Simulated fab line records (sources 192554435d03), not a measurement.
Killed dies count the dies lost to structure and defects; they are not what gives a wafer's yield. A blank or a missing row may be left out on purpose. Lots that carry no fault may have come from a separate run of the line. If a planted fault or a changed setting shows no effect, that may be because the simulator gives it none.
Matching of chambers -- flow n5-finfet -- 4 sister chambers for N5_BEOL_M15_DESCUM_15 on rie-diel-05
The step chemistry O2, time 7.9 s. 14 wafers are shown with their chamber, then 7 later ones without.

EACH WAFER AND ITS CHAMBER
wafer,chamber,drypump-motor-current-A (A),showerhead-plenum-p-Torr (Torr),oes-product-au (a.u.)
L075.1,0,6.6,2.02,0.74
L075.4,3,5.8,2.14,0.69
L075.6,2,6.6,2.11,0.74
L078.1,2,6.6,2.10,0.73
L078.2,3,5.9,2.14,0.68
L078.3,1,5.3,2.14,0.93
L079.2,0,6.6,2.02,0.73
L079.4,1,5.3,2.14,0.93
L079.5,2,6.6,2.10,0.73
L084.1,2,6.6,2.10,0.72
L084.2,1,5.3,2.14,0.92
L084.5,3,5.9,2.14,0.68
L087.2,3,5.8,2.13,0.67
L087.4,0,6.6,2.01,0.72

SIGNATURES (averages over the wafers above)
reading,chamber 0,chamber 1,chamber 2,chamber 3,scatter within a chamber
drypump-motor-current-A,6.600,5.300,6.600,5.850,0.0316
showerhead-plenum-p-Torr,2.0167,2.1400,2.1025,2.1375,0.00465
oes-product-au,0.7300,0.9267,0.7300,0.6800,0.00816
Rule: distance of a wafer from a chamber = root of the sum over the readings of ((wafer's reading minus chamber's mean) / reading's scatter) squared. If the next closest chamber is less than 2 further off than the closest, the wafer can't be placed; otherwise it belongs to the closest. The scatter: take each reading less its chamber's mean, square it, sum over the shown wafers, divide by the number of wafers less the number of chambers, and take the root.

WAFERS WITH NO CHAMBER GIVEN
wafer,drypump-motor-current-A (A),showerhead-plenum-p-Torr (Torr),oes-product-au (a.u.)
L087.6,5.3,2.13,0.90
L094.2,6.6,2.01,0.72
L094.4,5.3,2.13,0.89
L094.5,5.8,2.13,0.68
L096.3,5.3,2.13,0.86
L096.5,6.6,2.01,0.70
L096.6,5.3,2.13,0.87

WHICH CHAMBER EACH ONE RAN IN
wafer,from the rows above,in truth
L087.6,1,1
L094.2,0,0
L094.4,1,1
L094.5,3,3
L096.3,1,1
L096.5,0,0
L096.6,1,1
Placed correctly: 7 of 7. Left unplaced by these rows: 0. 0 placed wrongly.
